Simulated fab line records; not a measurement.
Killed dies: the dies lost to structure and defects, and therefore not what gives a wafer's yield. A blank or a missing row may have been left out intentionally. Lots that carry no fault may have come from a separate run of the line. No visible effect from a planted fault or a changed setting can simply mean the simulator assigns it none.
Which tool did it? :: flow nand_harc :: at 1 step of a route of 1302, 7 lots with 21 wafers sampled

== WHAT EACH GAUGE READ, for each wafer ==
NHARC_A_ONON_D1_THK_MEAS_24: measures by ellipsometry.
lot: L554
measured: day 8 16:03
on: film_metro-01
thk_nm (nm): 1003 1005 1003

lot: L556
measured: day 9 08:17
on: film_metro-01
thk_nm (nm): 994 994 992

lot: L558
measured: day 10 00:41
on: film_metro-01
thk_nm (nm): 1005 1001 1002

lot: L561
measured: day 11 14:58
on: film_metro-02
thk_nm (nm): 991 989 990

lot: L566
measured: day 13 11:27
on: film_metro-01
thk_nm (nm): 993 992 991

lot: L568
measured: day 14 07:50
on: film_metro-01
thk_nm (nm): 1016 1017 1016

lot: L576
measured: day 17 17:47
on: film_metro-01
thk_nm (nm): 1000 1002 1001

== WHICH TOOL RAN EACH LOT (tool, then ch and the chambers of the sampled wafers, then the start) ==
No process step before these readings appears in the record.

== THE ANSWER, worked out from the rows above alone ==
Rule: what is usual is taken from the lots themselves. The widest of any qualifying gaps counts: lots, ordered by their means at a reading, are off when they make up no more than a third of the lots, leave a main group of 4 or more, and stand apart from it by 3 or more times the standard deviation of that group's means. A main group is skipped when, at the precision printed for the reading in the tables above, its means are all equal. Also off: a lot with no number at a reading for which 4 or more lots have one. The other lots that the step has rows for count as sound.
None of the lots is off at any reading shown; this tells nothing.

== WHAT WAS PUT IN BY THE SIMULATOR ==
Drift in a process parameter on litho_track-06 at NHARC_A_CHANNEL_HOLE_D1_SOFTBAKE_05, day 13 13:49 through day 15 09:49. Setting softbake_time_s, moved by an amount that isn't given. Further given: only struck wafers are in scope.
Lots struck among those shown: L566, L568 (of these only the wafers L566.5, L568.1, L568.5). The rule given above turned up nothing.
